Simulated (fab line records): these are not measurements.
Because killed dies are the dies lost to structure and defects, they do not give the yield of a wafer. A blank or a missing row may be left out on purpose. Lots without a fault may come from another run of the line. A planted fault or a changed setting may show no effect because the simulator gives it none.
Chamber matching	flow n5-finfet	4 sister chambers for N5_BEOL_M4_ETCH_69 on rie-diel-02
The step etches SiARC in CF4, target depth 15.6 nm, time 26 s. 4 wafers are shown with their chamber, then 9 later ones without.

== WAFERS WITH THEIR CHAMBER ==
wafer	chamber	showerhead-plenum-p-Torr (Torr)
L080.6	1	2.10
L082.1	3	2.22
L082.3	0	2.14
L082.5	2	2.09

== WAFERS WITH NO CHAMBER GIVEN ==
wafer	showerhead-plenum-p-Torr (Torr)
L090.3	2.09
L090.4	2.08
L090.5	2.08
L092.1	2.14
L092.2	2.22
L092.3	2.08
L094.1	2.13
L094.5	2.09
L094.6	2.13

== EACH ONE'S CHAMBER ==
wafer	from the rows above	in truth
L090.3	can't be placed: 2 or 1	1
L090.4	can't be placed: 2 or 1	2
L090.5	can't be placed: 2 or 1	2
L092.1	0	0
L092.2	3	3
L092.3	can't be placed: 2 or 1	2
L094.1	0	0
L094.5	can't be placed: 2 or 1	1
L094.6	0	0
Placed correctly: 4 of 9. From these rows, 5 cannot be placed; in 5 the true chamber is one of the candidates. Wrongly placed: 0.
How it was worked out, from the rows above alone: a wafer's distance from a chamber is the root of the sum, over the readings, of the square of ((its reading less the chamber's mean) divided by the reading's scatter). If the next closest chamber is less than 2 further off than the closest, the wafer can't be placed; otherwise it belongs to the closest. Each chamber's mean is taken over the wafers shown for it. The scatter (one wafer shown for each chamber): square how far every hidden wafer sits from the nearest shown wafer, average those squares and take the square root.
